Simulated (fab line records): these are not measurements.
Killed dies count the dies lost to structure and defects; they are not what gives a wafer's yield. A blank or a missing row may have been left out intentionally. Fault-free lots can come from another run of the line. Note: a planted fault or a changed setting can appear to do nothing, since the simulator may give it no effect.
Which tool did it? ; flow nand-harc ; 39 wafers from 13 lots sampled at 5 of the route's 1159 steps

== WHAT EACH GAUGE READ, for each wafer ==
NHARC_A_SLIT_INSPECT_11. Usual: raw-defect-count at 22, with a standard deviation of 9.2.
lot;measured;on;raw-defect-count;flag
L734;day 14 15:07;defect-inspect-02;26 19 26;
L733;day 14 15:16;defect-inspect-02;13 15 21;
L738;day 14 23:02;defect-inspect-02;16 16 6;
L736;day 14 23:22;defect-inspect-01;17 14 25;
L740;day 15 21:42;defect-inspect-01;28 21 26;
L742;day 16 08:55;defect-inspect-02;30 21 24;
L743;day 16 20:52;defect-inspect-01;39 28 28;
L745;day 17 14:23;defect-inspect-02;30 33 40;
L747;day 18 04:13;defect-inspect-01;10 24 21;
L750;day 18 16:59;defect-inspect-01;14 6 15;
L751;day 19 08:31;defect-inspect-02;25 37 34;
L755;day 19 08:40;defect-inspect-01;17 13 18;
L754;day 19 09:56;defect-inspect-02;37 35 35;

NHARC_END_SORT_01. Usual: killed-at-array 25, standard deviation 9.2; killed-at-other 0.9, standard deviation 1.3; killed-at-periphery 3.3, standard deviation 2.3; killed-dies 29, standard deviation 9.6; killed-open 3.2, standard deviation 1.8; killed-short 2, standard deviation 1.4.
lot;measured;on;killed-at-array;killed-at-other;killed-at-periphery;killed-dies;killed-open;killed-short;flag
L743;day 21 18:38;prober-02;673 673 675;1 1 0;3 3 2;677 677 677;4 2 4;3 1 1;OFF
L745;day 22 17:40;prober-02;673 674 673;0 0 0;4 3 4;677 677 677;2 2 3;3 1 2;OFF

== TOOL THAT RAN EACH LOT (tool first, then ch and the chambers of the sampled wafers, then the start) ==
lot;NHARC_A_SLIT_ETCH_26;NHARC_A_WL_FILL_ETCHBACK_05;NHARC_A_WL_FILL_STRIP_27
L734;har-etch-02 ch 0,1, day 14 17:26;rie-metal-01 ch 0,1, day 15 07:16;plasma-asher-02 ch 0,1, day 15 07:27
L733;har-etch-01 ch 0,1, day 14 17:35;rie-metal-03 ch 0,1, day 15 10:06;plasma-asher-01 ch 0,1, day 15 10:14
L738;har-etch-01 ch 0,1, day 15 01:24;rie-metal-02 ch 0,1, day 15 15:38;plasma-asher-02 ch 0,1, day 15 15:59
L736;har-etch-02 ch 0, day 15 01:55;rie-metal-01 ch 0,1, day 15 15:27;plasma-asher-02 ch 0,1, day 15 15:35
L740;har-etch-02 ch 0,1, day 16 00:02;rie-metal-03 ch 0,1, day 16 15:13;plasma-asher-01 ch 0,1, day 16 15:20
L742;har-etch-02 ch 0,1, day 16 11:25;rie-metal-01 ch 0,1, day 17 01:01;plasma-asher-01 ch 0,1, day 17 01:10
L743;har-etch-01 ch 0,1, day 17 00:11;rie-metal-01 ch 0,1, day 17 14:53;plasma-asher-02 ch 0,1, day 17 15:02
L745;har-etch-01 ch 0,1, day 17 20:38;rie-metal-02 ch 0,1, day 18 09:57;plasma-asher-02 ch 0,1, day 18 10:18
L747;har-etch-01 ch 0,1, day 18 06:37;rie-metal-02 ch 0,1, day 18 23:07;plasma-asher-01 ch 0,1, day 18 23:15
L750;har-etch-01 ch 0,1, day 18 20:55;rie-metal-01 ch 0,1, day 19 10:58;plasma-asher-01 ch 0,1, day 19 11:07
L751;har-etch-02 ch 0,1, day 19 16:33;rie-metal-02 ch 0,1, day 20 05:59;plasma-asher-02 ch 0,1, day 20 06:09
L755;har-etch-01 ch 0,1, day 19 17:16;rie-metal-01 ch 0, day 20 06:02;plasma-asher-02 ch 0,1, day 20 06:20
L754;har-etch-02 ch 0,1, day 19 18:12;rie-metal-02 ch 0,1, day 20 08:36;plasma-asher-02 ch 0,1, day 20 08:46
- NHARC_A_SLIT_ETCH_26: etches the open film in C4F8/O2/Ar, time 90 s, target depth 400 nm.
- NHARC_A_WL_FILL_ETCHBACK_05: etches the open film in Cl2/BCl3, target depth 22 nm, time 60 s.
- NHARC_A_WL_FILL_STRIP_27: strips in N2/H2, time 20 s.

== WHAT THE TOOLS THEMSELVES READ (means of the sampled wafers that have a number; where no wafer has one, the mark that the record gives instead) ==
NHARC_A_SLIT_ETCH_26. Usual: drypump-motor-current-A 5.5 A, standard deviation 0.42; rf-fwd-power-W 1987 W, standard deviation 6.4; showerhead-plenum-p-Torr 3.77 Torr, standard deviation 0.089; throttle-valve-pct 27.620 %, standard deviation 0.0082.
lot;tool;drypump-motor-current-A (A);rf-fwd-power-W (W);showerhead-plenum-p-Torr (Torr);throttle-valve-pct (%);flag
L734;har-etch-02;5.9;1985;3.85;27.624;
L733;har-etch-01;5.3;1987;3.71;27.631;
L738;har-etch-01;5.2;1992;3.71;27.616;
L736;har-etch-02;5.7;1984;3.88;27.616;
L740;har-etch-02;6.0;1986;3.82;27.625;
L742;har-etch-02;5.8;1986;3.84;27.623;
L743;har-etch-01;5.1;1988;3.76;27.627;
L745;har-etch-01;5.2;1989;3.69;27.621;
L747;har-etch-01;5.1;1984;3.75;27.616;
L750;har-etch-01;5.1;1989;3.75;27.624;
L751;har-etch-02;6.0;1986;3.80;27.628;
L755;har-etch-01;5.2;1987;3.68;27.615;
L754;har-etch-02;5.9;1983;3.82;27.621;

NHARC_A_WL_FILL_ETCHBACK_05. Usual: chamber-pressure-mTorr 9.998 mTorr, standard deviation 0.014; drypump-motor-current-A 5.6 A, standard deviation 0.45; oes-product-au 1.000 a.u., standard deviation 0.0094.
lot;tool;chamber-pressure-mTorr (mTorr);drypump-motor-current-A (A);oes-product-au (a.u.);flag
L734;rie-metal-01;9.995;6.0;0.998;
L733;rie-metal-03;10.003;5.7;1.003;
L738;rie-metal-02;10.000;5.0;1.002;
L736;rie-metal-01;10.006;6.0;0.999;
L740;rie-metal-03;10.000;5.9;0.990;
L742;rie-metal-01;10.001;6.0;1.010;
L743;rie-metal-01;-;-;-;OFF
L745;rie-metal-02;-;-;-;OFF
L747;rie-metal-02;9.990;5.0;1.003;
L750;rie-metal-01;9.996;6.0;1.014;
L751;rie-metal-02;10.005;5.0;0.998;
L755;rie-metal-01;10.003;6.0;1.022;
L754;rie-metal-02;9.994;5.2;1.003;

NHARC_A_WL_FILL_STRIP_27. Usual: drypump-motor-current-A 5.68 A, standard deviation 0.28; heater-power-w 334 W, standard deviation 32.
lot;tool;drypump-motor-current-A (A);heater-power-w (W);flag
L734;plasma-asher-02;5.88;315;
L733;plasma-asher-01;5.29;375;
L738;plasma-asher-02;5.90;317;
L736;plasma-asher-02;5.86;306;
L740;plasma-asher-01;5.38;369;
L742;plasma-asher-01;5.38;370;
L743;plasma-asher-02;5.89;312;
L745;plasma-asher-02;5.85;314;
L747;plasma-asher-01;5.28;376;
L750;plasma-asher-01;5.29;373;
L751;plasma-asher-02;5.90;313;
L755;plasma-asher-02;5.88;309;
L754;plasma-asher-02;5.86;312;

== THE ANSWER, worked out from the rows above alone ==
Rule: lot off if the mean of its wafers having a number is beyond 3 standard deviations from the usual mean. A lot without any number at a reading at which 4 lots or more have one is off too. All remaining lots with rows at the step are treated as sound. Order of review: gauges by route order, followed by the tools' own readings, for which a lot's mean as printed above is used. The first step at which some lot is off is used, and at that step the reading that is off furthest; a lot without a number counts as furthest.
Off: L743, L745 (NHARC_END_SORT_01, killed-at-array). Neither off nor sound, because the step has no rows for them: L734, L733, L738, L736, L740, L742, L747, L750, L751, L755, L754.
If a tool, at a process step before that reading, ran all the lots that are off and no sound lot after the first of them, it fits. Not tried: the gauges at NHARC_END_SORT_01; whatever is off there is also off at NHARC_A_WL_FILL_ETCHBACK_05, on other tools, and gauge error can't account for it. 2 tools fit, har-etch-01 at NHARC_A_SLIT_ETCH_26 and plasma-asher-02 at NHARC_A_WL_FILL_STRIP_27, so this cannot tell which one it is.

== WHAT THE SIMULATOR HAD INSERTED ==
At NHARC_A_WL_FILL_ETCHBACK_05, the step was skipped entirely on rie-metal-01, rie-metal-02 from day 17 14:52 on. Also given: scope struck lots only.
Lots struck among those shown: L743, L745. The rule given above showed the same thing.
